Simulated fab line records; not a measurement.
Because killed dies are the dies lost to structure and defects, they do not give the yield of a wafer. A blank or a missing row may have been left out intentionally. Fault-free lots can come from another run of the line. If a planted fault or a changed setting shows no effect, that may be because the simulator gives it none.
Chamber matching || flow n5 finfet || N5_BEOL_M2_DESCUM_16 on rie diel-01 has 4 sister chambers
The step chemistry O2, time 7 s. 4 wafers are shown with their chamber, then 8 later ones without.

## WAFERS, EACH WITH ITS CHAMBER
{"wafer": "L083.1", "chamber": 1, "drypump motor current A (A)": 5.7}
{"wafer": "L089.4", "chamber": 2, "drypump motor current A (A)": 5.0}
{"wafer": "L089.6", "chamber": 0, "drypump motor current A (A)": 6.5}
{"wafer": "L092.2", "chamber": 3, "drypump motor current A (A)": 5.7}

## WAFERS WITH NO CHAMBER GIVEN
{"wafer": "L092.4", "drypump motor current A (A)": 6.5}
{"wafer": "L092.5", "drypump motor current A (A)": 5.7}
{"wafer": "L094.2", "drypump motor current A (A)": 5.1}
{"wafer": "L094.4", "drypump motor current A (A)": 5.7}
{"wafer": "L094.6", "drypump motor current A (A)": 6.5}
{"wafer": "L097.2", "drypump motor current A (A)": 5.8}
{"wafer": "L097.3", "drypump motor current A (A)": 5.1}
{"wafer": "L097.4", "drypump motor current A (A)": 5.7}

## WHICH CHAMBER EACH ONE RAN IN
{"wafer": "L092.4", "from the rows above": 0, "in truth": 0}
{"wafer": "L092.5", "from the rows above": "can't be placed: 1 or 3", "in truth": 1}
{"wafer": "L094.2", "from the rows above": 2, "in truth": 2}
{"wafer": "L094.4", "from the rows above": "can't be placed: 1 or 3", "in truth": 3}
{"wafer": "L094.6", "from the rows above": 0, "in truth": 0}
{"wafer": "L097.2", "from the rows above": "can't be placed: 1 or 3", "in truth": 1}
{"wafer": "L097.3", "from the rows above": 2, "in truth": 2}
{"wafer": "L097.4", "from the rows above": "can't be placed: 1 or 3", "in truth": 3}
4 of 8 placed correctly. Can't be placed from these rows: 4 (the true chamber is among the candidates in 4). 0 placed wrongly.
How it was worked out, from the rows above alone: a wafer's distance from a chamber is the root of the sum, over the readings, of the square of ((its reading less the chamber's mean) divided by the reading's scatter). The wafer belongs to the nearest chamber; if the next one is less than 2 further off, it can't be placed. Each chamber's mean is taken over the wafers shown for it. The scatter: root of mean squared gap, hidden wafer to nearest shown wafer, with one shown wafer a chamber.
